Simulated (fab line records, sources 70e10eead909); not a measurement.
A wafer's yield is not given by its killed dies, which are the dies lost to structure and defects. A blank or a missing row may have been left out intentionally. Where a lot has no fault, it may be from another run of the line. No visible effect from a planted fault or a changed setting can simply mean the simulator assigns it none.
fab line records	flow nand_harc
[record] lots = 12	wafers = 36	last_day = 33
route steps=1302 shown P_ZERO_WELL@19 P_GATE@119 END@1302
lots that met no fault: taken from a fault-free run of the same line
start_h: hours from the record's first day to the start of the lot's first wafer shown	wait_h: time in hours since the lot's previous step	" the same as in the row above	L1.1+2: several wafers, shown together as one row	- no value, or no start given	* or withheld: withheld	< > ~ a bound
route shown NAME@n: names a module that has steps shown in the file, with the first one's number in the route	usual: mean and standard deviation over wafers with no fault	same: alike in all rows	chamber/n: place in a boat	sites: readings site by site	_std_site: standard deviation of those values	_edge_site: outer sites' mean less inner sites'	radius_mm: how far each site lies from the wafer's centre	mask NAME#n: copy n	behind: the tool/chamber that last shaped the wafer	hold: what put the lot on hold/how long, in hours/how the hold closed	device: the n, p or np transistor that did not switch	end of line: the tests these same wafers got at the end of their route	where a step has no rows: the recipe by itself	killed: not the wafer's yield, but the dies lost to structure and defects at the first sort	map: a wafer's dies, marking killed ones x, the rest . and places with no die _
set.NAME: the setting that was run; set.NAME@STEP: the one run at that earlier step	model.NAME: the simulator's own value behind a step, which no gauge read
route steps across a sampled set of lots; one table per step, one row per wafer
services: from which hour (start_h, from the record's first day; less than 0 if before it) a tool's chamber was out of use, for how many hours, and why
[[steps]]
[step NHARC_P_ZERO_WELL_ETCH_63]
[recipe] target_depth_a = 1200	time_s = 40.1	hbr_flow_sccm = 150	cl2_flow_sccm = 50	rf_w = 400	icp_w = 400	bias_w = 100	chemistry = HBr/Cl2
[usual] drypump_motor_current_A = 5.6/0.51	oes_product_au = 0.998/0.014	throttle_valve_pct = 26.408/0.0091
lot.wafer	tool	chamber	start_h	wait_h	drypump_motor_current_A	oes_product_au	rf_hours_counter_h	throttle_valve_pct
L560.1	rie_si-02	3	31.75	-	4.8	1.008	0.60	26.411
L560.2	"	1	"	"	6.8	0.985	0.51	26.419
L560.5	"	2	"	"	5.6	0.995	-	26.403
L561.2	rie_si-06	3	41.55	-	4.9	0.987	0.83	26.400
L561.3	"	0	"	"	6.0	0.996	0.80	26.414
L561.1	"	1	"	"	6.2	0.989	0.86	26.414
L562.2	rie_si-01	0	51.76	-	5.8	0.994	0.10	26.404
L562.1	"	3	"	"	5.4	1.005	0.09	26.404
L562.5	"	0	"	"	5.8	1.010	-	26.404
L566.2	rie_si-01	0	91.68	-	5.8	1.002	0.46	26.407
L566.3	"	1	"	"	5.6	0.996	0.46	26.409
L566.6	"	3	"	"	5.4	1.008	-	26.415
L568.1	rie_si-02	2	111.68	-	5.6	0.997	0.00	26.398
L568.2	"	0	"	"	6.4	0.996	0.00	26.417
L568.6	"	2	"	"	5.6	0.999	-	26.420
L575.3	rie_si-01	0	181.65	-	5.8	0.997	1.03	26.420
L575.4	"	1	"	"	5.6	0.990	0.92	26.393
L575.1	"	2	"	"	5.4	1.021	0.89	26.404
L576.3	rie_si-06	0	191.60	-	6.0	1.015	0.64	26.410
L576.6	"	1	"	"	6.2	0.998	-	26.409
L576.5	"	2	"	"	5.3	1.023	-	26.408
L577.2	rie_si-06	3	201.69	-	4.9	0.976	0.75	26.398
L577.1	"	0	"	"	6.0	1.009	0.71	26.407
L577.5	"	1	"	"	6.2	0.986	-	26.421
L578.4	rie_si-06	3	211.75	-	4.9	0.981	0.79	26.417
L578.1	"	1	"	"	6.2	0.978	0.84	26.409
L578.6	"	3	"	"	4.9	0.980	-	26.417
L579.1	rie_si-01	3	221.69	-	5.4	0.986	0.14	26.413
L579.2	"	1	"	"	5.6	0.986	0.12	26.424
L579.5	"	3	"	"	5.4	0.985	-	26.401
L580.1	rie_si-06	3	231.72	-	4.9	0.983	0.91	26.392
L580.4	"	2	"	"	5.3	0.986	-	26.404
L580.5	"	3	"	"	4.9	0.975	-	26.391
L582.1	rie_si-01	3	251.66	-	5.4	0.988	0.37	26.422
L582.3	"	0	"	"	5.8	0.990	0.30	26.424
L582.6	"	1	"	"	5.6	0.996	-	26.414
[step NHARC_P_ZERO_WELL_RTA_42]
[recipe] temp_c = 1100	time_s = 300
[usual] anneal_temp_c_max = 1104.4/1.5	lamp_power_pct = 42.6/2.7	lamp_zone_5_pct = 42.6/2.7	wafer_temp_C_max = 1106.0/1.2
lot.wafer	tool	chamber	start_h	wait_h	anneal_temp_c_max	lamp_power_pct	lamp_zone_5_pct	wafer_temp_C_max
L560.1	rtp_anneal-01	0	37.10	-	1103.8	40.4	40.4	1106.4
L560.2	"	0	"	"	1103.0	40.4	40.5	1106.3
L560.5	"	0	"	"	1103.9	40.4	40.4	1105.8
L561.1	rtp_anneal-02	0	47.14	-	1107.3	45.8	45.7	1105.7
L561.2	"	0	"	"	1107.1	45.8	45.8	1108.0
L561.3	"	0	"	"	1105.8	45.8	45.8	1104.8
L562.1	rtp_anneal-02	0	57.17	-	1106.7	45.8	45.8	1107.3
L562.2	"	0	"	"	1106.6	45.7	45.7	1106.3
L562.5	"	0	"	"	1105.5	45.8	45.8	1106.6
L566.2	rtp_anneal-02	0	96.99	-	1105.0	45.8	45.8	1107.9
L566.3	"	0	"	"	1104.5	45.8	45.7	1104.3
L566.6	"	0	"	"	1104.4	45.8	45.8	1105.7
L568.1	rtp_anneal-01	0	116.89	-	1104.5	40.4	40.4	1106.8
L568.2	"	0	"	"	1102.8	40.4	40.4	1105.6
L568.6	"	0	"	"	1102.5	40.3	40.3	1107.3
L575.1	rtp_anneal-02	0	187.20	-	1105.4	45.8	45.8	1106.8
L575.3	"	0	"	"	1105.2	45.8	45.9	1105.8
L575.4	"	0	"	"	1107.3	45.7	45.8	1105.3
L576.3	rtp_anneal-01	0	196.91	-	1102.9	40.4	40.4	1105.0
L576.5	"	0	"	"	1103.4	40.4	40.3	1105.9
L576.6	"	0	"	"	1103.9	40.4	40.3	1104.6
L577.1	rtp_anneal-01	0	206.75	-	1103.4	40.3	40.3	1103.6
L577.2	"	0	"	"	1103.1	40.4	40.3	1106.8
L577.5	"	0	"	"	1102.5	40.3	40.3	1105.5
L578.1	rtp_anneal-01	0	217.11	-	1103.8	40.3	40.2	1107.5
L578.4	"	0	"	"	1102.8	40.3	40.3	1105.8
L578.6	"	0	"	"	1103.1	40.3	40.3	1105.0
L579.1	rtp_anneal-01	0	226.82	-	1103.9	40.3	40.3	1106.9
L579.2	"	0	"	"	1103.1	40.3	40.3	1106.6
L579.5	"	0	"	"	1103.5	40.3	40.4	1106.3
L580.1	rtp_anneal-01	0	236.82	-	1103.8	40.3	40.3	1105.5
L580.4	"	0	"	"	1103.6	40.4	40.3	1105.1
L580.5	"	0	"	"	1102.7	40.3	40.3	1106.6
L582.1	rtp_anneal-02	0	256.95	-	1105.1	45.6	45.7	1105.6
L582.3	"	0	"	"	1105.7	45.7	45.7	1108.4
L582.6	"	0	"	"	1105.3	45.6	45.8	1105.3
[step NHARC_P_GATE_EXPOSE_08]
[recipe] na = 0.6	dose_mj = 16.75	mask_id = P_HV
lot.wafer	tool	chamber	start_h	wait_h	mask
L560.1+2+5	krf_scanner-02	0	92.60	-	P_HV#0
L561.1+2+3	krf_scanner-01	0	107.92	-	P_HV#0
L562.1+2+5	krf_scanner-02	0	122.78	-	P_HV#0
L566.2+3+6	krf_scanner-02	0	150.70	-	P_HVPW#0
L568.1+2+6	krf_scanner-04	0	172.08	-	P_HV#0
L575.1+3+4	krf_scanner-04	0	244.43	-	P_HV#0
L576.3+5+6	krf_scanner-01	0	255.83	-	P_HV#0
L577.1+2+5	krf_scanner-04	0	271.13	-	P_HV#0
L578.1+4+6	krf_scanner-01	0	279.89	-	P_HV#0
L579.1+2+5	krf_scanner-04	0	284.51	-	P_HV#0
L580.1+4+5	krf_scanner-02	0	295.24	-	P_HV#0
L582.1+3+6	krf_scanner-04	0	306.61	-	P_HV#0
[step NHARC_P_GATE_CD_MEAS_11]
[recipe] target_cd_nm = 1640	landing_energy_ev = 500
[usual] cd_nm = 1640.9/2.6
lot.wafer	tool	chamber	start_h	wait_h	cd_nm
L560.1	cd_sem-03	0	92.76	-	1638.9
L560.2	"	0	"	"	1641.5
L560.5	"	0	"	"	1639.5
L561.1	cd_sem-02	0	108.07	-	1641.5
L561.2	"	0	"	"	1644.2
L561.3	"	0	"	"	1645.2
L562.1	cd_sem-01	0	122.94	-	1640.1
L562.2	"	0	"	"	1644.0
L562.5	"	0	"	"	1638.1
L566.2	cd_sem-02	0	150.86	-	-
L566.3	"	0	"	"	-
L566.6	"	0	"	"	-
L568.1	cd_sem-03	0	172.24	-	1639.3
L568.2	"	0	"	"	1643.0
L568.6	"	0	"	"	1641.5
L575.1	cd_sem-01	0	244.58	-	1645.9
L575.3	"	0	"	"	1643.2
L575.4	"	0	"	"	1646.6
L576.3	cd_sem-03	0	255.99	-	1638.3
L576.5	"	0	"	"	1642.8
L576.6	"	0	"	"	1643.7
L577.1	cd_sem-03	0	271.28	-	1642.2
L577.2	"	0	"	"	1637.4
L577.5	"	0	"	"	1640.2
L578.1	cd_sem-03	0	280.05	-	1635.9
L578.4	"	0	"	"	1635.7
L578.6	"	0	"	"	1640.9
L579.1	cd_sem-03	0	284.66	-	1641.0
L579.2	"	0	"	"	1641.1
L579.5	"	0	"	"	1637.8
L580.1	cd_sem-01	0	295.40	-	1643.5
L580.4	"	0	"	"	1639.7
L580.5	"	0	"	"	1641.9
L582.1	cd_sem-02	0	306.77	-	1640.1
L582.3	"	0	"	"	1638.3
L582.6	"	0	"	"	1639.3
[step NHARC_P_GATE_OVL_MEAS_27]
[usual] overlay_x_nm = 0.0/0.87	overlay_y_nm = 0.0/1.1
lot.wafer	tool	chamber	start_h	wait_h	overlay_x_nm	overlay_y_nm
L560.1	overlay-01	-	108.06	-	0.9	2.1
L560.2	"	-	"	"	1.1	1.5
L560.5	"	-	"	"	0.7	2.1
L561.1	overlay-01	-	126.66	-	-0.7	0.3
L561.2	"	-	"	"	-0.4	0.2
L561.3	"	-	"	"	-0.9	-0.2
L562.1	overlay-02	-	138.34	-	-1.0	-0.4
L562.2	"	-	"	"	-1.2	0.1
L562.5	"	-	"	"	-0.8	0.0
L566.2	overlay-02	-	165.43	-	1.7	-0.2
L566.3	"	-	"	"	0.8	-0.6
L566.6	"	-	"	"	1.9	0.1
L568.1	overlay-01	-	187.57	-	0.3	0.3
L568.2	"	-	"	"	0.4	0.1
L568.6	"	-	"	"	0.6	0.9
L575.1	overlay-01	-	258.55	-	1.5	-0.8
L575.3	"	-	"	"	1.1	-0.8
L575.4	"	-	"	"	1.3	-0.6
L576.3	overlay-01	-	270.55	-	1.0	-0.4
L576.5	"	-	"	"	0.7	-0.3
L576.6	"	-	"	"	0.9	-0.1
L577.1	overlay-01	-	289.21	-	1.1	0.9
L577.2	"	-	"	"	0.7	1.4
L577.5	"	-	"	"	0.2	0.5
L578.1	overlay-01	-	295.14	-	-1.5	-1.8
L578.4	"	-	"	"	-1.3	-1.3
L578.6	"	-	"	"	-1.0	-1.3
L579.1	overlay-01	-	298.99	-	-1.0	-1.7
L579.2	"	-	"	"	-0.7	-1.6
L579.5	"	-	"	"	-0.6	-1.8
L580.1	overlay-01	-	314.29	-	-0.8	-0.4
L580.4	"	-	"	"	-0.7	-0.2
L580.5	"	-	"	"	-1.0	-0.4
L582.1	overlay-02	-	323.15	-	-0.2	0.4
L582.3	"	-	"	"	-0.1	-0.2
L582.6	"	-	"	"	-0.2	0.3
[step NHARC_END_SORT_01]
[recipe] temp_c = 25
[usual] killed_at_array = 47/18	killed_at_other = 0.9/1.1	killed_at_periphery = 4/3.1	killed_dies = 52/18	killed_open = 3.1/1.5	killed_short = 2.4/1.5
[same] gross_dies = 677
lot.wafer	tool	chamber	start_h	wait_h	hold	killed_at_array	killed_at_other	killed_at_periphery	killed_dies	killed_open	killed_short
L560.1	prober-01	0	568.86	2.5	-	67	1	1	69	3	2
L560.2	prober-01	0	569.66	2.8	-	35	1	0	36	2	1
L560.5	prober-01	0	572.08	3.7	-	41	0	2	43	2	1
L561.1	prober-01	0	592.09	2.5	-	28	0	2	30	2	3
L561.2	prober-01	0	592.89	2.8	-	18	2	5	25	3	1
L561.3	prober-01	0	593.70	3.1	-	24	0	2	26	6	2
L562.1	prober-01	0	619.24	2.5	-	76	2	6	84	4	0
L562.2	prober-01	0	620.04	2.8	-	43	1	0	44	2	1
L562.5	prober-01	0	622.43	3.7	-	81	0	3	84	3	6
L566.2	prober-01	0	627.83	2.8	await_dispo/2.6h/scrap	42	1	634	677	3	1
L566.3	prober-01	0	628.63	3.1	await_dispo/2.6h/scrap	43	0	634	677	2	4
L566.6	prober-01	0	631.01	4.0	await_dispo/2.6h/scrap	37	0	640	677	0	3
L568.1	prober-02	0	653.18	2.5	-	32	1	2	35	2	2
L568.2	prober-02	0	653.98	2.8	-	28	3	4	35	4	1
L568.6	prober-02	0	657.16	4.0	-	30	1	3	34	2	1
L575.1	prober-01	0	714.05	2.5	-	47	0	1	48	4	3
L575.3	prober-01	0	715.68	3.1	-	30	2	2	34	1	2
L575.4	prober-01	0	716.49	3.4	-	48	1	1	50	3	2
L576.3	prober-02	0	721.01	3.1	-	48	0	0	48	2	2
L576.5	prober-02	0	722.62	3.7	-	51	2	1	54	3	1
L576.6	prober-02	0	723.42	4.0	-	71	0	2	73	2	3
L578.1	prober-01	0	750.10	2.5	-	44	2	1	47	0	2
L578.4	prober-01	0	752.50	3.4	-	50	0	2	52	3	4
L578.6	prober-01	0	754.10	4.0	-	57	0	2	59	5	1
L577.1	prober-01	0	763.86	2.5	-	65	0	1	66	3	1
L577.2	prober-01	0	764.67	2.8	-	64	1	1	66	2	3
L577.5	prober-01	0	767.08	3.7	-	56	2	3	61	2	4
L579.1	prober-02	0	774.18	2.5	-	46	1	8	55	3	1
L579.2	prober-02	0	774.97	2.8	-	49	4	1	54	6	2
L579.5	prober-02	0	777.34	3.7	-	54	2	5	61	4	1
L580.1	prober-01	0	780.28	2.5	-	36	1	5	42	2	1
L580.4	prober-01	0	782.66	3.4	-	26	0	4	30	2	1
L580.5	prober-01	0	783.46	3.7	-	24	0	3	27	4	4
L582.1	prober-02	0	781.94	2.5	-	59	4	4	67	4	1
L582.3	prober-02	0	783.53	3.1	-	43	1	3	47	3	1
L582.6	prober-02	0	785.90	4.0	-	54	3	2	59	4	2
// killed by level:class
L560.1 A_CHANNEL_HOLE_D1:chamber_film_flake=36 A_CHANNEL_HOLE_D2:chamber_film_flake=13 A_STAIRCASE:chamber_film_flake=5 A_BLC:geometric_particle:open=3 A_DECK1_JOINT:chamber_film_flake=3 A_CONTACT:chamber_film_flake=3 A_M0:chamber_film_flake=2 A_CHANNEL_FILL_D1:geometric_particle:short=1
L560.2 A_CHANNEL_HOLE_D1:chamber_film_flake=26 A_CHANNEL_HOLE_D2:chamber_film_flake=3 A_CHANNEL_FILL_D2:geometric_particle:open=1 A_WL_FILL:geometric_particle:short=1 A_M1:geometric_particle:open=1 A_DECK1_JOINT:chamber_film_flake=1 A_STAIRCASE:chamber_film_flake=1 A_CONTACT:chamber_film_flake=1
L560.5 A_CHANNEL_HOLE_D1:chamber_film_flake=25 A_CONTACT:chamber_film_flake=5 A_CHANNEL_HOLE_D2:chamber_film_flake=4 A_STAIRCASE:chamber_film_flake=3 P_CONTACT:geometric_particle:open=1 A_DECK1_JOINT:geometric_particle:short=1 A_SGD_CUT:geometric_particle:open=1 P_STI:chamber_film_flake=1
L561.1 A_CHANNEL_HOLE_D2:chamber_film_flake=12 A_CONTACT:chamber_film_flake=3 A_M1:chamber_film_flake=3 A_DECK1_JOINT:geometric_particle:short=2 A_CHANNEL_HOLE_D1:chamber_film_flake=2 A_STAIRCASE:chamber_film_flake=2 P_CONTACT:geometric_particle:open=1 A_DECK1_JOINT:geometric_particle:open=1
L561.2 A_CHANNEL_HOLE_D2:chamber_film_flake=5 A_CONTACT:chamber_film_flake=5 P_CONTACT:chamber_film_flake=2 P_M2:chamber_film_flake=2 A_STAIRCASE:chamber_film_flake=2 A_SGD_CUT:chamber_film_flake=2 P_M1:geometric_particle:open=1 A_CHANNEL_FILL_D2:geometric_particle:open=1
L561.3 A_CHANNEL_HOLE_D2:chamber_film_flake=9 A_CONTACT:chamber_film_flake=3 A_M0:geometric_particle:open=2 A_STAIRCASE:chamber_film_flake=2 A_CHANNEL_HOLE_D1:geometric_particle:short=1 A_DECK1_JOINT:geometric_particle:open=1 A_ONON_D2:geometric_particle:open=1 A_CHANNEL_FILL_D2:geometric_particle:short=1
L562.1 A_CHANNEL_HOLE_D2:chamber_film_flake=24 A_CHANNEL_HOLE_D1:chamber_film_flake=24 A_SLIT:chamber_film_flake=24 P_GATE:chamber_film_flake=4 THIN_TSV:chamber_film_flake=2 P_GATE:geometric_particle:open=1 P_M1:geometric_particle:open=1 A_SOURCE_PLATE:geometric_particle:open=1
L562.2 A_SLIT:chamber_film_flake=18 A_CHANNEL_HOLE_D2:chamber_film_flake=10 A_CHANNEL_HOLE_D1:chamber_film_flake=6 A_CONTACT:chamber_film_flake=5 A_SOURCE_PLATE:geometric_particle:open=1 A_ONON_D2:geometric_particle:short=1 A_SGD_CUT:geometric_particle:open=1 A_ZERO_WELL:chamber_film_flake=1
L562.5 A_CHANNEL_HOLE_D2:chamber_film_flake=36 A_SLIT:chamber_film_flake=22 A_CHANNEL_HOLE_D1:chamber_film_flake=10 A_CONTACT:chamber_film_flake=4 A_DECK1_JOINT:geometric_particle:short=2 A_M1:geometric_particle:open=2 P_GATE:chamber_film_flake=2 P_GATE:geometric_particle:short=1
L566.2 P_GATE:area_expose=634 A_CHANNEL_HOLE_D2:chamber_film_flake=31 A_SLIT:chamber_film_flake=4 A_ONON_D2:geometric_particle:open=1 A_CHANNEL_FILL_D2:geometric_particle:short=1 A_BLC:geometric_particle:open=1 A_M0:geometric_particle:open=1 A_ZERO_WELL:chamber_film_flake=1
L566.3 P_GATE:area_expose=626 A_CHANNEL_HOLE_D2:chamber_film_flake=31 P_GATE:chamber_film_flake=7 A_CHANNEL_HOLE_D1:chamber_film_flake=3 A_SLIT:chamber_film_flake=3 A_WL_FILL:geometric_particle:short=2 P_CONTACT:geometric_particle:open=1 A_SOURCE_PLATE:geometric_particle:short=1
L566.6 P_GATE:area_expose=636 A_CHANNEL_HOLE_D2:chamber_film_flake=27 A_CHANNEL_HOLE_D1:chamber_film_flake=3 A_CHANNEL_FILL_D2:geometric_particle:short=2 P_ZERO_WELL:chamber_film_flake=2 P_GATE:chamber_film_flake=2 A_CHANNEL_HOLE_D1:geometric_particle:short=1 A_CHANNEL_FILL_D1:chamber_film_flake=1
L568.1 A_CHANNEL_HOLE_D2:chamber_film_flake=15 A_CHANNEL_HOLE_D1:chamber_film_flake=3 A_CONTACT:chamber_film_flake=3 A_BLC:chamber_film_flake=3 P_ZERO_WELL:chamber_film_flake=2 A_STAIRCASE:chamber_film_flake=2 A_CHANNEL_FILL_D1:geometric_particle:short=1 A_CHANNEL_FILL_D2:geometric_particle:short=1
L568.2 A_CHANNEL_HOLE_D2:chamber_film_flake=13 A_BLC:chamber_film_flake=6 THIN_TSV:chamber_film_flake=3 P_CONTACT:chamber_film_flake=2 A_CHANNEL_HOLE_D1:chamber_film_flake=2 P_CONTACT:geometric_particle:open=1 A_ONON_D2:geometric_particle:short=1 A_ONON_D2:geometric_particle:open=1
L568.6 A_CHANNEL_HOLE_D2:chamber_film_flake=14 A_CONTACT:chamber_film_flake=6 A_CHANNEL_HOLE_D1:chamber_film_flake=4 A_SLIT:chamber_film_flake=2 A_BLC:chamber_film_flake=2 P_M1:geometric_particle:open=1 A_CHANNEL_FILL_D2:geometric_particle:short=1 STARTING-WAFER:geometric_particle:open=1
L575.1 A_CHANNEL_HOLE_D2:chamber_film_flake=21 A_CHANNEL_HOLE_D1:chamber_film_flake=9 A_SLIT:chamber_film_flake=5 A_STAIRCASE:chamber_film_flake=3 A_CHANNEL_FILL_D2:chamber_film_flake=2 P_GATE:geometric_particle:open=1 A_ONON_D1:geometric_particle:open=1 A_ONON_D1:geometric_particle:short=1
L575.3 A_CHANNEL_HOLE_D2:chamber_film_flake=14 A_STAIRCASE:chamber_film_flake=5 A_CHANNEL_HOLE_D1:chamber_film_flake=4 A_CHANNEL_FILL_D2:chamber_film_flake=2 THIN_TSV:chamber_film_flake=2 A_CONTACT:chamber_film_flake=2 P_CONTACT:geometric_particle:short=1 A_CHANNEL_FILL_D2:geometric_particle:short=1
L575.4 A_CHANNEL_HOLE_D2:chamber_film_flake=19 A_SLIT:chamber_film_flake=7 A_CHANNEL_HOLE_D1:chamber_film_flake=6 A_STAIRCASE:chamber_film_flake=6 A_CHANNEL_FILL_D2:chamber_film_flake=3 A_CONTACT:chamber_film_flake=3 P_CONTACT:geometric_particle:open=1 A_DECK1_JOINT:geometric_particle:short=1
L576.3 A_SLIT:chamber_film_flake=20 A_CHANNEL_HOLE_D1:chamber_film_flake=14 A_CONTACT:chamber_film_flake=6 A_STAIRCASE:chamber_film_flake=3 A_CHANNEL_FILL_D1:geometric_particle:open=2 A_ONON_D1:geometric_particle:short=1 A_WL_FILL:geometric_particle:short=1 A_DECK1_JOINT:chamber_film_flake=1
L576.5 A_SLIT:chamber_film_flake=25 A_CHANNEL_HOLE_D1:chamber_film_flake=17 A_DECK1_JOINT:chamber_film_flake=2 A_WL_FILL:chamber_film_flake=2 A_CONTACT:chamber_film_flake=2 A_CONTACT:geometric_particle:open=1 A_BLC:geometric_particle:open=1 P_ZERO_WELL:chamber_film_flake=1
L576.6 A_CHANNEL_HOLE_D1:chamber_film_flake=34 A_SLIT:chamber_film_flake=22 A_STAIRCASE:chamber_film_flake=3 A_CONTACT:chamber_film_flake=3 A_WL_FILL:chamber_film_flake=2 A_SOURCE_PLATE:geometric_particle:short=1 A_ONON_D1:geometric_particle:short=1 A_ONON_D2:geometric_particle:short=1
L578.1 A_CHANNEL_HOLE_D2:chamber_film_flake=19 A_CHANNEL_HOLE_D1:chamber_film_flake=7 A_STAIRCASE:chamber_film_flake=6 A_WL_FILL:chamber_film_flake=5 A_SLIT:chamber_film_flake=2 A_CONTACT:chamber_film_flake=2 A_M0:chamber_film_flake=2 THIN_TSV:chamber_film_flake=2
L578.4 A_CHANNEL_HOLE_D2:chamber_film_flake=14 A_CHANNEL_HOLE_D1:chamber_film_flake=7 A_SLIT:chamber_film_flake=7 A_M0:chamber_film_flake=7 A_WL_FILL:chamber_film_flake=4 A_STAIRCASE:chamber_film_flake=3 P_GATE:geometric_particle:short=1 A_SOURCE_PLATE:geometric_particle:open=1
L578.6 A_CHANNEL_HOLE_D2:chamber_film_flake=23 A_CHANNEL_HOLE_D1:chamber_film_flake=8 A_STAIRCASE:chamber_film_flake=6 A_SLIT:chamber_film_flake=6 A_M0:chamber_film_flake=5 A_WL_FILL:chamber_film_flake=2 P_M0:geometric_particle:open=1 A_SOURCE_PLATE:geometric_particle:open=1
L577.1 A_SLIT:chamber_film_flake=23 A_CHANNEL_HOLE_D2:chamber_film_flake=20 A_CONTACT:chamber_film_flake=11 A_CHANNEL_HOLE_D1:chamber_film_flake=3 P_M0:geometric_particle:open=1 A_DECK1_JOINT:geometric_particle:open=1 A_CHANNEL_FILL_D2:geometric_particle:open=1 A_BLC:geometric_particle:short=1
L577.2 A_SLIT:chamber_film_flake=21 A_CHANNEL_HOLE_D2:chamber_film_flake=17 A_CHANNEL_HOLE_D1:chamber_film_flake=8 A_CONTACT:chamber_film_flake=8 A_M0:geometric_particle:short=2 A_CHANNEL_FILL_D1:chamber_film_flake=2 A_STAIRCASE:chamber_film_flake=2 P_M0:geometric_particle:open=1
L577.5 A_CHANNEL_HOLE_D2:chamber_film_flake=17 A_SLIT:chamber_film_flake=12 A_CHANNEL_HOLE_D1:chamber_film_flake=11 A_CONTACT:chamber_film_flake=4 A_WL_FILL:geometric_particle:short=2 A_STAIRCASE:chamber_film_flake=2 A_SGD_CUT:chamber_film_flake=2 THIN_TSV:chamber_film_flake=2
L579.1 A_SLIT:chamber_film_flake=23 A_CHANNEL_HOLE_D1:chamber_film_flake=5 A_STAIRCASE:chamber_film_flake=5 A_CONTACT:chamber_film_flake=3 P_ZERO_WELL:chamber_film_flake=2 P_M2:chamber_film_flake=2 A_ZERO_WELL:chamber_film_flake=2 A_SGD_CUT:chamber_film_flake=2
L579.2 A_SLIT:chamber_film_flake=23 A_STAIRCASE:chamber_film_flake=6 A_CHANNEL_HOLE_D1:chamber_film_flake=5 A_CHANNEL_HOLE_D2:chamber_film_flake=4 THIN_TSV:chamber_film_flake=3 A_CHANNEL_FILL_D1:geometric_particle:open=2 A_WL_FILL:chamber_film_flake=2 P_M0:geometric_particle:open=1
L579.5 A_SLIT:chamber_film_flake=17 A_CHANNEL_HOLE_D1:chamber_film_flake=13 A_CHANNEL_HOLE_D2:chamber_film_flake=5 A_STAIRCASE:chamber_film_flake=4 A_SGD_CUT:chamber_film_flake=4 A_ZERO_WELL:chamber_film_flake=3 P_M2:chamber_film_flake=2 A_CHANNEL_FILL_D1:chamber_film_flake=2
L580.1 A_CONTACT:chamber_film_flake=13 A_SLIT:chamber_film_flake=10 A_CHANNEL_FILL_D1:chamber_film_flake=7 A_CHANNEL_HOLE_D2:chamber_film_flake=2 P_CONTACT:geometric_particle:open=1 P_M0:geometric_particle:short=1 A_M0:geometric_particle:open=1 P_STI:chamber_film_flake=1
L582.1 A_SLIT:chamber_film_flake=24 A_CHANNEL_HOLE_D2:chamber_film_flake=23 A_CONTACT:chamber_film_flake=4 THIN_TSV:chamber_film_flake=4 P_CONTACT:geometric_particle:open=1 P_M0:geometric_particle:open=1 A_CHANNEL_HOLE_D1:geometric_particle:open=1 A_WL_FILL:geometric_particle:short=1
L580.4 A_SLIT:chamber_film_flake=8 A_CONTACT:chamber_film_flake=6 A_CHANNEL_HOLE_D1:chamber_film_flake=3 A_CHANNEL_FILL_D1:chamber_film_flake=2 P_GATE:geometric_particle:open=1 A_DECK1_JOINT:geometric_particle:short=1 A_CHANNEL_FILL_D2:geometric_particle:open=1 P_STI:chamber_film_flake=1
L580.5 A_CONTACT:chamber_film_flake=6 A_SLIT:chamber_film_flake=4 A_DECK1_JOINT:geometric_particle:open=2 A_CHANNEL_HOLE_D1:chamber_film_flake=2 P_STI:geometric_particle:open=1 P_CONTACT:geometric_particle:open=1 A_CHANNEL_HOLE_D1:geometric_particle:short=1 A_CHANNEL_FILL_D1:geometric_particle:short=1
L582.3 A_SLIT:chamber_film_flake=20 A_CHANNEL_HOLE_D2:chamber_film_flake=13 A_CONTACT:chamber_film_flake=3 P_ZERO_WELL:chamber_film_flake=2 A_CHANNEL_FILL_D1:chamber_film_flake=2 A_SOURCE_PLATE:geometric_particle:open=1 A_CHANNEL_FILL_D1:geometric_particle:open=1 A_DECK1_JOINT:geometric_particle:short=1
L582.6 A_SLIT:chamber_film_flake=23 A_CHANNEL_HOLE_D2:chamber_film_flake=18 A_CONTACT:chamber_film_flake=6 THIN_TSV:chamber_film_flake=3 A_ONON_D2:geometric_particle:open=2 A_BONDPAD:chamber_film_flake=2 P_STI:geometric_particle:short=1 A_CHANNEL_HOLE_D1:geometric_particle:short=1
[[services]]
tool	chamber	start_h	hours	kind
krf_scanner-04	-	10.00	4.0	pm
rtp_anneal-02	-	12.00	12.0	pm
rie_si-01	-	16.00	9.0	pm
krf_scanner-04	-	31.45	2.4	repair
krf_scanner-02	-	66.33	0.8	repair
rie_si-06	-	72.00	9.0	pm
rie_si-06	2	89.58	1.4	repair
krf_scanner-02	-	93.51	0.5	repair
krf_scanner-02	-	94.03	4.0	pm
rie_si-06	1	125.75	3.6	repair
rie_si-01	-	133.60	0.3	repair
krf_scanner-02	-	180.19	1.5	repair
krf_scanner-04	-	182.00	4.0	pm
rie_si-01	-	193.00	9.0	pm
rie_si-01	0	212.60	7.3	repair
krf_scanner-04	-	217.82	1.6	repair
krf_scanner-02	-	223.04	0.8	repair
rie_si-06	1	226.82	9.7	repair
krf_scanner-02	-	231.48	0.8	repair
krf_scanner-02	-	232.99	1.8	repair
rie_si-06	-	249.00	9.0	pm
krf_scanner-02	-	266.03	4.0	pm
krf_scanner-04	-	293.61	0.7	repair
krf_scanner-04	-	295.57	2.5	repair
[[key]]
[first_sign] step = NHARC_P_GATE_EXPOSE_08	reading = mask	direction = changed
[effect] step = NHARC_P_GATE_CD_MEAS_11	reading = cd_nm	direction = missing
[effect] step = NHARC_END_SORT_01	reading = killed_at_periphery	direction = up	sigmas = 99+	usual = 4	struck = 636
[more_kills_born_at] NHARC_P_GATE_EXPOSE_08@krf_scanner-02 = 1896
met_at NHARC_P_GATE_EXPOSE_08
struck_lots L566
later_rows_left_out L566.2,L566.3,L566.6
tester_left_out L566
not_acting_at NHARC_P_ZERO_WELL_ETCH_63,NHARC_P_ZERO_WELL_RTA_42,NHARC_P_GATE_OVL_MEAS_27
onset_between 122.78 150.70
[fault] kind = wrong_mask	tool = any	chamber = -	onset_h = 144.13	steps = NHARC_P_GATE_EXPOSE_08	aux_copy = P_HVPW#0	scope = struck_lots_only
// tester_left_out: of these lots the tester's yield and bins aren't shown, on N5 and GAA mostly nor the transistor test; their killed dies are dies lost to structure and defects alone, not to doping, threshold or leakage, so they don't give the yield
// later_rows_left_out: the simulator's readings of these wafers behind a module that went badly wrong aren't trusted and aren't shown, but for the sort
